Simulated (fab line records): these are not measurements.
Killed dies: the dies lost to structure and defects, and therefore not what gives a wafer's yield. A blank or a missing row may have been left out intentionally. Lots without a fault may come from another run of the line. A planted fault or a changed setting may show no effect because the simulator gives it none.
Split-lot study ; flow n5-finfet ; 21 wafers read from 7 lots, route of 1938 steps

ABOUT THE SPLIT
At N5_HKMG_FIN_ETCH_54 (etches SiARC in CF4, target depth 45.5 nm, time 75.8 s), the setting source-w was moved away from the recipe's 545 W on 7 of the 21 wafers read, by -16.6% to +15.7%. All remaining wafers had this setting at the recipe value.

The reading is taken at the split's own step.

THE READING
rf-vpp-V, in V, at N5_HKMG_FIN_ETCH_54 (etches SiARC in CF4, target depth 45.5 nm, time 75.8 s). A value of 184.2 V with a standard deviation of 1.2 V is what fault-free wafers of this fab line usually give.

wafer;tool, chamber at the split;source-w as run, W;against the recipe;rf-vpp-V, V;against lot-mates on the recipe
L074.3;rie-diel-02, 3;589.4;+8.1%;179.1;-5.4
L074.5;rie-diel-02, 1;545;recipe;184.5;-
L074.6;rie-diel-02, 2;589.4;+8.1%;181.2;-3.3
L076.1;rie-diel-06, 2;545;recipe;182.9;-
L076.4;rie-diel-06, 3;464;-14.9%;195.2;+12.3
L076.6;rie-diel-06, 3;464;-14.9%;196.5;+13.6
L079.1;rie-diel-05, 2;545;recipe;180.5;-
L079.2;rie-diel-05, 1;545;recipe;184.4;-
L079.6;rie-diel-05, 1;545;recipe;183.8;-
L082.4;rie-diel-06, 1;454.6;-16.6%;195.7;+12.5
L082.5;rie-diel-06, 0;545;recipe;184.0;-
L082.6;rie-diel-06, 1;545;recipe;182.4;-
L085.4;rie-diel-06, 1;545;recipe;183.1;-
L085.5;rie-diel-06, 0;545;recipe;184.4;-
L085.6;rie-diel-06, 3;545;recipe;186.0;-
L087.1;rie-diel-05, 3;545;recipe;184.4;-
L087.2;rie-diel-05, 0;545;recipe;185.3;-
L087.4;rie-diel-05, 1;599.3;+10.0%;178.7;-6.2
L090.2;rie-diel-02, 2;630.8;+15.7%;174.8;-8.3
L090.5;rie-diel-02, 0;545;recipe;183.6;-
L090.6;rie-diel-02, 3;545;recipe;182.6;-

THE FIT
A straight line over all 21 wafers: rf-vpp-V changes by -0.673 V for each +1% of source-w; r = -0.96; the points scatter about the line by 1.5 V.
The same after taking each lot's own level away (the mean of its wafers on the recipe; 21 wafers): -0.712 V for each +1%; r = -0.97; scatter 1.4 V.
Per that fit: largest source-w move, reading shift of 12 V.
Measured against the standard deviation above, the lots' own levels, which go from 182.90 to 184.85 V, span 1.6 times it.
The two slopes are in agreement: the lot-to-lot level therefore moves the slope only a little.
Check: with one of the wafers moved furthest among these (-16.6%) left out of the fit, the line predicts +12.4 V for it against its lot-mates. Against them it came out at +12.5 V.
Tool readings at the split's step, against how far the setting was moved: etch-rf-on-time-s r = -0.97; rf-vpp-V r = -0.96.

THE OTHER SPLITS THESE WAFERS WENT THROUGH
Other splits were also applied to these wafers ahead of the reading. Each is held against what the fit with the lots' levels taken away leaves over:
other split on the same wafers;wafers away from the commonest value;r with rf-vpp-V (lot level and that fit taken away)
N5_ZERO_LAYER_EXPOSE_08 dose-mj;10;-0.21
N5_ZERO_LAYER_DEVELOP_10 develop-time-s;6;+0.07
N5_WELL_APT_PEB_06 peb-time-s;9;-0.25
N5_WELL_APT_DESCUM_13 time-s;7;+0.04
N5_FIN_SAQP_SPACER1_ALD_24 ald-cycles;8;+0.08
N5_STI_FIN_REVEAL_ETCHBACK_08 time-s;5;-0.15
N5_STI_FIN_REVEAL_PRECLEAN_17 time-s;8;+0.37
N5_DUMMY_GATE_COAT_28 spin-rpm;6;-0.13
N5_SDB_EXPOSE_08 dose-mj;10;+0.08
N5_SDB_ETCH_17 bias-w;7;+0.19

THE WHOLE CHAIN: every reading that the file lists as answering this split, in the file's order
step;what it does;reading;change (the file's fit);r (the file's)
N5_HKMG_FIN_ETCH_54;etches SiARC in CF4, target depth 45.5 nm, time 75.8 s;etch-rf-on-time-s;withheld for each +1% of the setting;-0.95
N5_HKMG_FIN_ETCH_54;etches SiARC in CF4, target depth 45.5 nm, time 75.8 s;rf-vpp-V;-0.689 V for each +1% of the setting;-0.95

FILE'S OWN FIT
rf-vpp-V changes by -0.689 V for each +1% of source-w, r = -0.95.
